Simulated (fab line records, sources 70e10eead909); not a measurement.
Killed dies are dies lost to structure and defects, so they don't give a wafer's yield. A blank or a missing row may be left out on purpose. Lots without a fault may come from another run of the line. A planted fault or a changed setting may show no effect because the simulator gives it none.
fab line records | flow nand_harc
record lots=6 wafers=18 last_day=34
route steps=1302 shown A_CHANNEL_HOLE_D2@603 A_CHANNEL_FILL_D2@610 END@1302
lots that met no fault: from a run of the same line without faults
start_h: hours from the record's first day to the start of the lot's first wafer shown | wait_h: hours since the lot's step before | " the same as in the row above | L1.1+2: a row that stands for several wafers | - no value, or no start given | * or withheld: withheld | < > ~ a bound
route shown NAME@n: a module of which the file shows steps, and the number in the route of the first | usual: mean/standard deviation of fault-free wafers | same: alike in all rows | chamber/n: place in a boat | sites: the reading at each site | _std_site: their standard deviation | _edge_site: outer sites' mean less inner sites' | radius_mm: how far each site lies from the wafer's centre | mask NAME#n: copy n | behind: the tool/chamber that last shaped the wafer | hold: why the lot was held/for how many hours/how that ended | device: the transistor (n, p or np) that didn't switch | end of line: the same wafers' tests at the end of the route | a step without rows: its recipe alone | killed: dies lost to structure and defects at the first sort, not the wafer's yield | map: a wafer's dies, x killed, . not, _ none there
set.NAME: the setting as run; set.NAME@STEP: as run at that earlier step | model.NAME: the simulator's own value behind a step, which no gauge read
lots at some steps of the route; a table a step, a row a wafer
services: from which hour (start_h, from the record's first day; less than 0 if before it) a tool's chamber was out of use, for how many hours, and why
## steps
# step NHARC_A_CHANNEL_HOLE_D2_ETCH_44
# recipe target_depth_a=1400 overetch_a=140 time_s=77 ion_energy_ev=100 cf4_flow_sccm=80 o2_flow_sccm=20 ar_flow_sccm=0 rf_w=300 bias_w=100 chemistry=CF4/O2
# usual chamber_pressure_mTorr=30.003/0.026 drypump_motor_current_A=6.1/0.34 oes_product_au=0.996/0.013 rf_vpp_V=197.9/1.2 showerhead_plenum_p_Torr=1.34/0.042 throttle_valve_pct=13.397/0.0078
# columns lot.wafer tool chamber start_h wait_h chamber_pressure_mTorr drypump_motor_current_A oes_product_au rf_hours_counter_h rf_vpp_V showerhead_plenum_p_Torr throttle_valve_pct
L194.1 rie_diel-04 2 319.43 0.1 29.953 5.6 0.983 7 198.5 1.42 13.403
L194.3 " 3 " " 30.015 5.8 0.996 8 197.5 1.34 13.395
L194.4 " 0 " " 30.025 5.8 1.007 9 197.5 1.30 13.391
L196.2 rie_diel-04 0 336.12 0.1 29.972 5.8 0.986 9 197.1 1.30 13.389
L196.1 " 2 " " 30.026 5.6 0.987 8 199.9 1.42 13.401
L196.5 " 0 " " 29.958 5.8 0.995 - 196.8 1.30 13.390
L201.3 rie_diel-04 0 398.78 0.1 29.997 5.9 1.017 3 198.0 1.30 13.394
L201.1 " 1 " " 29.996 6.3 1.008 2 199.1 1.41 13.391
L201.6 " 3 " " 29.976 5.8 0.995 - 197.8 1.34 13.388
L202.1 rie_diel-08 1 400.23 0.0 29.966 5.9 0.989 1 199.4 1.36 13.414
L202.5 " 1 " " 29.969 5.9 0.979 - 197.5 1.36 13.394
L202.6 " 2 " " 30.026 6.5 0.999 - 197.9 1.36 13.394
L205.3 rie_diel-12 0 434.07 0.1 30.015 5.9 0.979 9 199.3 1.38 13.385
L205.1 " 1 " " 29.985 6.5 0.996 9 197.5 1.33 13.411
L205.5 " 0 " " 30.008 5.9 0.978 - 198.4 1.38 13.389
L215.4 rie_diel-08 0 535.57 0.1 29.975 5.7 0.975 8 196.8 1.31 13.401
L215.1 " 2 " " 29.998 6.5 0.989 7 196.0 1.36 13.383
L215.3 " 3 " " 30.030 6.6 0.997 8 195.2 1.25 13.406
# step NHARC_A_CHANNEL_HOLE_D2_STRIP_28
# recipe o2_flow_sccm=500 ar_flow_sccm=0 bias_w=0 chemistry=O2
# step NHARC_A_CHANNEL_HOLE_D2_PRECLEAN_29
# recipe time_s=* temp_c=50 bath_age_min=0 chemistry=SC1
# step NHARC_A_CHANNEL_HOLE_D2_SRD_30
# step NHARC_A_CHANNEL_HOLE_D2_CD_MEAS_31
# usual cd_nm=89.5/1.8
# columns lot.wafer tool chamber start_h wait_h cd_nm
L194.1 cd_sem-01 - 320.22 - 89.4
L194.3 " - " " 90.8
L194.4 " - " " 88.7
L196.1 cd_sem-01 - 336.92 - 91.3
L196.2 " - " " 91.0
L196.5 " - " " 90.4
L201.1 cd_sem-03 - 399.57 - 91.3
L201.3 " - " " 92.2
L201.6 " - " " 91.1
L202.1 cd_sem-01 - 401.02 - 88.6
L202.5 " - " " 91.1
L202.6 " - " " 87.7
L205.1 cd_sem-01 - 434.86 - 85.5
L205.3 " - " " 89.2
L205.5 " - " " 89.3
L215.1 cd_sem-02 - 536.37 - 88.8
L215.3 " - " " 91.1
L215.4 " - " " 89.5
# step NHARC_A_CHANNEL_HOLE_D2_XSEM_32
# recipe landing_energy_ev=35000
# usual bot_cd_nm=74.1/1.9 bow_nm=8.66/0.27 tilt_deg=0.07/0.032
# columns lot.wafer tool chamber start_h wait_h bot_cd_nm bow_nm tilt_deg
L194.1 xsem-01 0 320.30 0.1 72.8 8.35 0.08
L194.3 " 0 " " 74.9 8.31 0.08
L194.4 " 0 " " 72.1 8.30 0.08
L196.1 xsem-01 0 337.00 0.1 75.6 8.21 0.04
L196.2 " 0 " " 75.5 8.30 0.04
L196.5 " 0 " " 75.6 8.19 0.04
L201.1 xsem-01 0 399.65 0.1 76.2 8.79 0.03
L201.3 " 0 " " 76.9 8.69 0.03
L201.6 " 0 " " 76.4 8.77 0.03
L202.1 xsem-02 0 401.12 0.1 73.8 8.73 0.07
L202.5 " 0 " " 75.4 8.79 0.06
L202.6 " 0 " " 71.8 8.80 0.07
L205.1 xsem-01 0 434.94 0.1 70.5 8.75 0.07
L205.3 " 0 " " 73.7 8.77 0.07
L205.5 " 0 " " 74.0 8.78 0.07
L215.1 xsem-02 0 536.46 0.1 73.1 8.41 0.12
L215.3 " 0 " " 75.0 8.39 0.12
L215.4 " 0 " " 73.9 8.47 0.12
# step NHARC_A_CHANNEL_HOLE_D2_INSPECT_40
# usual raw_defect_count=290/77
# columns lot.wafer tool chamber start_h wait_h raw_defect_count
L194.1 defect_inspect-01 - 320.40 - 252
L194.3 " - " " 181
L194.4 " - " " 215
L196.1 defect_inspect-01 - 337.10 - 211
L196.2 " - " " 259
L196.5 " - " " 344
L201.1 defect_inspect-02 - 399.75 - 241
L201.3 " - " " 192
L201.6 " - " " 258
L202.1 defect_inspect-01 - 401.21 - 241
L202.5 " - " " 287
L202.6 " - " " 311
L205.1 defect_inspect-01 - 435.04 - 311
L205.3 " - " " 383
L205.5 " - " " 272
L215.1 defect_inspect-02 - 536.56 - 323
L215.3 " - " " 349
L215.4 " - " " 435
# step NHARC_A_CHANNEL_FILL_D2_PRECLEAN_00
# recipe time_s=* temp_c=50 bath_age_min=0 chemistry=SC1
# step NHARC_A_CHANNEL_FILL_D2_SRD_01
# step NHARC_A_CHANNEL_FILL_D2_ALD_02
# recipe target_thk_a=60 pulse_time_s=10 ald_cycles=60 temp_c=300 material=SiO2
# step NHARC_A_CHANNEL_FILL_D2_ALD_03
# recipe target_thk_a=60 pulse_time_s=60 ald_cycles=58 temp_c=630 pressure_torr=2 material=SiNx
# usual ald_cycles=58/0 precursor_pulse_height_rel=1.001/0.021 susceptor_temp_C=630.03/0.25
# columns lot.wafer tool chamber start_h wait_h ald_cycles precursor_pulse_height_rel susceptor_temp_C
L194.1 ald_sin_batch-02 0 - - 58 0.971 630.13
L194.3 " 0 " " 58 1.028 629.98
L194.4 " 0 " " 58 1.001 630.24
L196.1 ald_sin_batch-03 0 - - 58 1.013 630.27
L196.2 " 0 " " 58 1.018 629.84
L196.5 " 0 " " 58 1.002 630.73
L201.1 ald_sin_batch-02 0 - - 58 1.010 629.78
L201.3 " 0 " " 58 1.005 629.90
L201.6 " 0 " " 58 0.959 630.24
L202.1 ald_sin_batch-02 0 - - 58 1.018 629.43
L202.5 " 0 " " 58 1.031 629.51
L202.6 " 0 " " 58 0.997 629.96
L205.1 ald_sin_batch-01 0 - - 58 1.037 629.69
L205.3 " 0 " " 58 0.990 630.04
L205.5 " 0 " " 58 0.985 629.92
L215.1 ald_sin_batch-02 0 - - 58 0.982 630.15
L215.3 " 0 " " 58 1.003 630.21
L215.4 " 0 " " 58 0.988 630.41
# step NHARC_A_CHANNEL_FILL_D2_ALD_14
# recipe target_thk_a=25 pulse_time_s=10 ald_cycles=25 temp_c=300 material=SiO2
# usual ald_cycles=25/0 heater_power_w=454/40 precursor_pulse_height_rel=0.997/0.02 susceptor_temp_C=299.96/0.21
# columns lot.wafer tool chamber start_h wait_h ald_cycles heater_power_w precursor_pulse_height_rel susceptor_temp_C
L194.4 ald_hk-01 0 327.68 0.1 25 457 1.007 299.80
L194.1 " 1 " " 25 508 0.989 300.06
L194.3 " 2 " " 25 378 1.000 299.77
L196.2 ald_hk-01 1 343.51 0.0 25 505 0.997 299.76
L196.1 " 0 " " 25 477 1.026 300.18
L196.5 " 1 " " 25 514 1.007 299.80
L202.1 ald_hk-03 2 406.97 0.0 25 467 1.007 300.36
L202.5 " 2 " " 25 466 0.993 300.23
L202.6 " 3 " " 25 425 0.976 300.17
L201.1 ald_hk-01 3 406.98 0.0 25 431 0.992 299.79
L201.3 " 0 " " 25 470 0.995 299.96
L201.6 " 0 " " 25 448 0.985 300.06
L205.1 ald_hk-04 2 443.77 0.0 25 489 1.000 300.22
L205.3 " 3 " " 25 402 1.003 300.00
L205.5 " 3 " " 25 408 1.018 299.93
L215.1 ald_hk-03 3 543.79 0.0 25 428 1.012 300.11
L215.3 " 0 " " 25 491 1.016 299.64
L215.4 " 2 " " 25 478 1.000 300.03
# step NHARC_A_CHANNEL_FILL_D2_ALD_15
# recipe target_thk_a=20 pulse_time_s=60 ald_cycles=19 temp_c=630 pressure_torr=2 material=SiNx
# usual ald_cycles=19/0 precursor_pulse_height_rel=1.001/0.021 susceptor_temp_C=629.97/0.28
# columns lot.wafer tool chamber start_h wait_h ald_cycles precursor_pulse_height_rel susceptor_temp_C
L194.1 ald_sin_batch-03 0 330.77 - 19 0.965 -
L194.3 " 0 " " 19 0.980 -
L194.4 " 0 " " 19 0.998 -
L196.1 ald_sin_batch-02 0 346.62 - 19 1.001 629.83
L196.2 " 0 " " 19 1.001 630.49
L196.5 " 0 " " 19 0.993 630.57
L201.1 ald_sin_batch-02 0 410.09 - 16 0.996 630.42
L201.3 " 0 " " 16 0.962 630.05
L201.6 " 0 " " 16 1.012 629.99
L202.1 ald_sin_batch-02 0 410.09 - 16 1.044 630.20
L202.5 " 0 " " 16 0.972 629.65
L202.6 " 0 " " 16 1.009 630.00
L205.1 ald_sin_batch-03 0 446.90 - 19 1.009 -
L205.3 " 0 " " 19 1.010 -
L205.5 " 0 " " 19 0.993 -
L215.1 ald_sin_batch-03 0 546.92 - 19 0.974 629.57
L215.3 " 0 " " 19 1.013 630.14
L215.4 " 0 " " 19 1.010 630.09
# step NHARC_A_CHANNEL_FILL_D2_ALD_16
# recipe target_thk_a=15 pulse_time_s=10 ald_cycles=15 temp_c=300 material=SiO2
# usual ald_cycles=15/0 heater_power_w=457/39 precursor_pulse_height_rel=1.000/0.02 susceptor_temp_C=299.98/0.2
# columns lot.wafer tool chamber start_h wait_h ald_cycles heater_power_w precursor_pulse_height_rel susceptor_temp_C
L194.3 ald_hk-01 2 332.78 0.0 15 391 1.015 300.20
L194.4 " 0 " " 15 464 1.010 299.93
L194.1 " 1 " " 15 515 0.989 300.29
L196.2 ald_hk-03 3 348.84 0.2 15 426 0.987 299.82
L196.1 " 0 " " 15 462 0.992 300.06
L196.5 " 0 " " 15 458 1.016 300.12
L202.1 ald_hk-03 3 412.15 0.0 15 427 1.016 299.94
L202.6 " 3 " " 15 413 1.016 299.97
L202.5 " 0 " " 15 472 0.982 299.94
L201.1 ald_hk-04 2 412.15 0.0 15 501 1.030 300.10
L201.3 " 3 " " 15 393 1.007 299.91
L201.6 " 2 " " 15 499 0.974 300.14
L205.3 ald_hk-03 0 448.98 0.1 15 495 1.008 -
L205.1 " 1 " " 15 492 0.990 -
L205.5 " 0 " " 15 482 0.979 -
L215.1 ald_hk-03 1 549.01 0.0 15 497 0.989 300.04
L215.4 " 2 " " 15 465 1.029 299.69
L215.3 " 0 " " 15 487 0.973 299.94
# step NHARC_END_SORT_01
# recipe temp_c=25
# usual killed_at_array=58/19 killed_at_other=1.1/1.2 killed_at_periphery=3.8/2.4 killed_dies=63/18 killed_open=3.3/1.8 killed_short=2.2/1.6
# same gross_dies=677
# columns lot.wafer tool chamber start_h wait_h killed_at_array killed_at_other killed_at_periphery killed_dies killed_open killed_short
L194.1 prober-01 0 577.64 2.5 47 0 7 54 5 0
L194.3 prober-01 0 579.23 3.1 44 3 9 56 4 1
L194.4 prober-01 0 580.02 3.4 38 1 10 49 1 4
L196.1 prober-02 0 591.05 2.5 63 1 3 67 3 3
L196.2 prober-02 0 591.84 2.8 79 2 4 85 5 1
L196.5 prober-02 0 594.23 3.7 63 0 5 68 1 1
L202.1 prober-02 0 666.38 2.5 65 0 3 68 1 2
L202.5 prober-02 0 669.61 3.7 67 0 2 69 3 0
L202.6 prober-02 0 670.42 4.0 50 2 2 54 5 0
L205.1 prober-02 0 696.30 2.5 36 4 6 46 9 1
L205.3 prober-02 0 697.90 3.1 44 1 5 50 6 1
L205.5 prober-02 0 699.50 3.7 39 1 3 43 3 0
# killed by level:class
L194.1 A_SLIT:chamber_film_flake=34 A_CHANNEL_HOLE_D2:chamber_film_flake=5 P_GATE:chamber_film_flake=4 A_CHANNEL_HOLE_D1:chamber_film_flake=3 P_M0:chamber_film_flake=2 P_CONTACT:geometric_particle:open=1 A_ONON_D2:geometric_particle:open=1 A_CHANNEL_FILL_D2:geometric_particle:open=1
L194.3 A_SLIT:chamber_film_flake=25 A_CHANNEL_HOLE_D2:chamber_film_flake=5 P_M0:chamber_film_flake=4 A_STAIRCASE:chamber_film_flake=4 P_GATE:chamber_film_flake=3 THIN_TSV:chamber_film_flake=3 A_CHANNEL_HOLE_D1:chamber_film_flake=2 A_CONTACT:chamber_film_flake=2
L194.4 A_SLIT:chamber_film_flake=24 A_CHANNEL_HOLE_D2:chamber_film_flake=5 P_GATE:chamber_film_flake=4 P_ZERO_WELL:chamber_film_flake=3 A_CONTACT:chamber_film_flake=3 P_GATE:geometric_particle:open=1 P_CONTACT:geometric_particle:short=1 A_ONON_D1:geometric_particle:short=1
L196.1 A_CHANNEL_HOLE_D1:chamber_film_flake=26 A_SLIT:chamber_film_flake=23 A_CHANNEL_HOLE_D2:chamber_film_flake=5 A_CHANNEL_FILL_D1:geometric_particle:short=2 P_GATE:chamber_film_flake=2 A_STAIRCASE:chamber_film_flake=2 A_ONON_D1:geometric_particle:short=1 A_CONTACT:geometric_particle:open=1
L196.2 A_SLIT:chamber_film_flake=27 A_CHANNEL_HOLE_D1:chamber_film_flake=26 A_CHANNEL_HOLE_D2:chamber_film_flake=11 A_STAIRCASE:chamber_film_flake=5 A_CHANNEL_FILL_D1:chamber_film_flake=3 P_STI:chamber_film_flake=2 THIN_TSV:chamber_film_flake=2 P_CONTACT:geometric_particle:open=1
L196.5 A_CHANNEL_HOLE_D1:chamber_film_flake=24 A_SLIT:chamber_film_flake=20 A_CHANNEL_HOLE_D2:chamber_film_flake=10 A_STAIRCASE:chamber_film_flake=5 P_STI:chamber_film_flake=2 P_GATE:geometric_particle:short=1 A_CONTACT:geometric_particle:open=1 P_GATE:chamber_film_flake=1
L202.1 A_CHANNEL_HOLE_D1:chamber_film_flake=33 A_CHANNEL_HOLE_D2:chamber_film_flake=20 P_GATE:chamber_film_flake=2 A_ZERO_WELL:chamber_film_flake=2 A_SLIT:chamber_film_flake=2 A_STAIRCASE:chamber_film_flake=2 P_GATE:geometric_particle:short=1 A_ONON_D1:geometric_particle:open=1
L202.5 A_CHANNEL_HOLE_D1:chamber_film_flake=36 A_CHANNEL_HOLE_D2:chamber_film_flake=19 A_CONTACT:chamber_film_flake=6 P_GATE:geometric_particle:open=1 A_ONON_D1:geometric_particle:open=1 A_M0:geometric_particle:open=1 P_M0:chamber_film_flake=1 A_SLIT:chamber_film_flake=1
L202.6 A_CHANNEL_HOLE_D1:chamber_film_flake=26 A_CHANNEL_HOLE_D2:chamber_film_flake=12 A_BLC:chamber_film_flake=3 A_STAIRCASE:chamber_film_flake=2 THIN_TSV:chamber_film_flake=2 A_DECK1_JOINT:geometric_particle:open=1 A_ONON_D2:geometric_particle:open=1 A_SGD_CUT:geometric_particle:open=1
L205.1 A_CHANNEL_HOLE_D1:chamber_film_flake=20 THIN_TSV:chamber_film_flake=4 A_WL_FILL:chamber_film_flake=3 P_GATE:chamber_film_flake=2 P_GATE:geometric_particle:open=1 P_M1:geometric_particle:open=1 A_DECK1_JOINT:geometric_particle:open=1 A_ONON_D2:geometric_particle:open=1
L205.3 A_CHANNEL_HOLE_D1:chamber_film_flake=30 A_M1:chamber_film_flake=3 P_CONTACT:geometric_particle:open=2 A_CHANNEL_HOLE_D2:chamber_film_flake=2 A_STAIRCASE:chamber_film_flake=2 P_M0:geometric_particle:open=1 P_M1:geometric_particle:open=1 A_CHANNEL_HOLE_D1:geometric_particle:short=1
L205.5 A_CHANNEL_HOLE_D1:chamber_film_flake=27 A_DECK1_JOINT:chamber_film_flake=3 A_SLIT:chamber_film_flake=2 A_WL_FILL:chamber_film_flake=2 A_CONTACT:chamber_film_flake=2 P_M0:geometric_particle:open=1 A_CHANNEL_FILL_D2:geometric_particle:open=1 A_SGD_CUT:geometric_particle:open=1
## services
# columns tool chamber start_h hours kind
ald_hk-01 - 302.27 10.0 pm
rie_diel-08 2 307.16 6.4 repair
rie_diel-12 3 335.88 17.3 repair
ald_sin_batch-01 - 336.11 1.8 repair
rie_diel-08 0 339.88 4.7 repair
rie_diel-08 2 341.29 9.0 repair
rie_diel-04 - 354.90 9.0 pm
rie_diel-08 - 367.80 9.0 pm
xsem-01 - 374.00 14.0 pm
ald_hk-03 - 390.00 10.0 pm
ald_hk-03 0 390.00 10.0 vent_cycle
ald_hk-03 1 390.00 10.0 vent_cycle
ald_hk-03 2 390.00 10.0 vent_cycle
ald_hk-03 3 390.00 10.0 vent_cycle
ald_hk-03 0 400.00 - clean
ald_hk-03 1 400.00 - clean
ald_hk-04 - 433.62 10.0 pm
rie_diel-04 - 444.11 1.2 repair
rie_diel-12 - 445.40 9.0 pm
ald_hk-01 - 480.34 10.0 pm
ald_sin_batch-03 - 481.96 3.5 repair
ald_sin_batch-01 - 506.00 26.0 pm
rie_diel-04 - 531.90 9.0 pm
rie_diel-08 - 544.80 9.0 pm
## key
first_sign step=NHARC_A_CHANNEL_FILL_D2_ALD_15 reading=ald_cycles direction=down sigmas=99+ usual=19 struck=16
effect none on later readings
met_at NHARC_A_CHANNEL_FILL_D2_ALD_15
struck_wafers L201.1,L201.3,L201.6,L202.1,L202.5,L202.6
tester_left_out L201,L202
onset_between 346.62 410.09
fault kind=process_parameter_drift tool=ald_sin_batch-02 chamber=- onset_h=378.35 steps=NHARC_A_CHANNEL_FILL_D2_ALD_15 channel=ald_cycles offset=-3 shape=step end_h=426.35 acts_in=these_recipes_only stated=19
# tester_left_out: of these lots the tester's yield and bins aren't shown, on N5 and GAA mostly nor the transistor test; their killed dies are dies lost to structure and defects alone, not to doping, threshold or leakage, so they don't give the yield
